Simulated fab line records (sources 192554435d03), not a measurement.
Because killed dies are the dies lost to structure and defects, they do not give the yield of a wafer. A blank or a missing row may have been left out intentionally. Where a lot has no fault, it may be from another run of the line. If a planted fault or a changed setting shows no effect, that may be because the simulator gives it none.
A lot that was struck, set against a sound lot / flow n5_finfet / 15 steps out of a route of 1938
Sound: the wafers L403.2, L403.4, L403.6. Wafers struck: L414.1, L414.3, L414.5. The cause is given at the end.
Per side, at each step with rows, come the tool, then ch with its chambers, and then its first start. Under that, the readings that differ: sound wafers / struck wafers / difference of the means / sigmas: that difference in standard deviations of wafers without a fault.
alike: a reading whose means differ by less than 2 such deviations, as well as words and numbers matching on both sides. not compared: withheld readings; readings where some wafer has no value; bounds like >300 that might hide an equal value; numbers whose values overlap and for which the record gives no deviation.
A row with sigmas, a row that says differs or no value, or rows on one side alone: a step with any of these is where the two part. Non-overlapping numbers with no deviation appear without sigmas and do not part them. Lack of a reading on every wafer of one side parts them only where that side has two or more wafers.

first, 8 steps without rows for these wafers: N5_BEOL_M14_COAT_66 (time 60 s, resist thk 110 nm); N5_BEOL_M14_COAT_22 (resist thk 300 nm); N5_BEOL_M14_EBR_24; N5_BEOL_M14_SOFTBAKE_23 (time 60 s); N5_BEOL_M14_EXPOSE_25 (exposes mask M14, target cd 280 nm); N5_BEOL_M14_PEB_26 (peb time 90 s); N5_BEOL_M14_DEVELOP_27 (develop time 45 s); N5_BEOL_M14_HARDBAKE_32 (time 120 s).
N5_BEOL_M14_CD_MEAS_28: target cd 284.4 nm.
  sound on cd_sem-02 ch 0, day 11 07:58; struck on cd_sem-03 ch 0, day 13 20:31
  alike: cd_nm
N5_BEOL_M14_OVL_MEAS_29:
  sound on overlay-01 ch 0, day 11 07:59; struck on overlay-01 ch 0, day 13 20:32
  alike: M14_OVL
N5_BEOL_M14_INSPECT_30: inspects for defects (macro).
  sound on defect_inspect-01, day 11 08:01; struck on defect_inspect-01, day 13 20:34
  alike: raw_defect_count
N5_BEOL_M14_DESCUM_33: chemistry O2, time 7.9 s.
  sound on rie_diel-03 ch 0,1, day 11 09:08; struck on rie_diel-06 ch 2,3, day 13 20:36
  alike: drypump_motor_current_A, oes_product_au, rf_vpp_V, showerhead_plenum_p_Torr, temp_c, throttle_valve_pct
  not compared: rf_hours_counter_h
N5_BEOL_M14_ETCH_67: etches SiARC in CF4, target depth 143 nm, time 238.3 s.
  sound on rie_diel-03 ch 0,1, day 11 09:10; struck on rie_diel-06 ch 2,3, day 13 20:38
reading=etch_rf_on_time_s (s); sound=243 232 242; struck=174 164 164; difference=-72; sigmas=-11
reading=oes_product_au (a.u.); sound=0.67 0.59 0.65; struck=0.80 0.81 0.80; difference=+0.17; sigmas=+3
  alike: drypump_motor_current_A, rf_vpp_V, showerhead_plenum_p_Torr, throttle_valve_pct
  not compared: rf_hours_counter_h
N5_BEOL_M14_ETCH_68: etches SOC in N2/H2, time 450 s.
  sound on rie_diel-03 ch 0,1, day 11 09:19; struck on rie_diel-06 ch 2,3, day 13 20:47
  alike: drypump_motor_current_A, oes_product_au, rf_vpp_V, showerhead_plenum_p_Torr, temp_c, throttle_valve_pct
  not compared: rf_hours_counter_h
N5_PASSIVATION_PROBE_49:
  only the struck wafers here have rows in the record (prober-01, day 14 20:34); the sound ones have none

== WHERE THEY PART ==
Last at N5_PASSIVATION_PROBE_49 as far as this record goes, first at N5_BEOL_M14_ETCH_67.

WHY: the cause the simulator had injected
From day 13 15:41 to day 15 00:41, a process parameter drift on rie_diel-06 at N5_BEOL_M14_ETCH_67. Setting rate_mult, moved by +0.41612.
